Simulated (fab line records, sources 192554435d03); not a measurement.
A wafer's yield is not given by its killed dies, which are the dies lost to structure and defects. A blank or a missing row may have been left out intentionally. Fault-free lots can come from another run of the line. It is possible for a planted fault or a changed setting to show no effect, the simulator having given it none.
Which tool is to blame? :: flow n5Finfet :: 36 wafers sampled from 12 lots at 1 step of a route of 1938

WHAT THE GAUGES READ, wafer by wafer
N5_DUMMY_GATE_CD_MEAS_15: target cd 25.8 nm.
lot: L075
measured: day 3 06:32
on: cdSem-02
cdNm (nm): 25.18 25.39 25.05

lot: L077
measured: day 3 17:50
on: cdSem-01
cdNm (nm): 24.69 25.23 25.28

lot: L079
measured: day 4 03:57
on: cdSem-02
cdNm (nm): 24.93 25.15 24.90

lot: L081
measured: day 4 15:12
on: cdSem-03
cdNm (nm): 24.83 24.59 24.87

lot: L083
measured: day 5 07:03
on: cdSem-03
cdNm (nm): 25.15 25.21 25.11

lot: L085
measured: day 5 16:47
on: cdSem-02
cdNm (nm): 25.13 25.00 24.96

lot: L087
measured: day 6 03:41
on: cdSem-03
cdNm (nm): 24.95 24.62 25.23

lot: L089
measured: day 6 16:50
on: cdSem-02
cdNm (nm): 24.53 25.36 24.96

lot: L091
measured: day 7 04:20
on: cdSem-01
cdNm (nm): 24.84 25.27 25.03

lot: L093
measured: day 7 17:32
on: cdSem-01
cdNm (nm): 24.68 24.92 25.20

lot: L095
measured: day 8 09:15
on: cdSem-03
cdNm (nm): 24.71 25.05 25.23

lot: L096
measured: day 8 18:59
on: cdSem-01
cdNm (nm): 25.30 25.17 25.02

WHICH TOOL RAN EACH LOT (tool, then ch and the chambers of the sampled wafers, then the start)
Record: no process step prior to these readings.

THE ANSWER, worked out from the rows above alone
Rule: usual is defined by the lots themselves. Put in order of their means at a reading, lots are off if they are a third of the lots or fewer, leave a main group of 4 or more, and stand apart from it by a gap of 3 or more times the standard deviation of the main group's means; of several such gaps the widest counts. If all means in a main group match to the digits the tables above print for the reading, that group is not used. Also off: a lot with no number at a reading for which 4 or more lots have one. Any other lot the step has rows for is counted as sound.
No lot is off at any reading shown: from this, nothing can be told.

WHAT THE SIMULATOR HAD INSERTED
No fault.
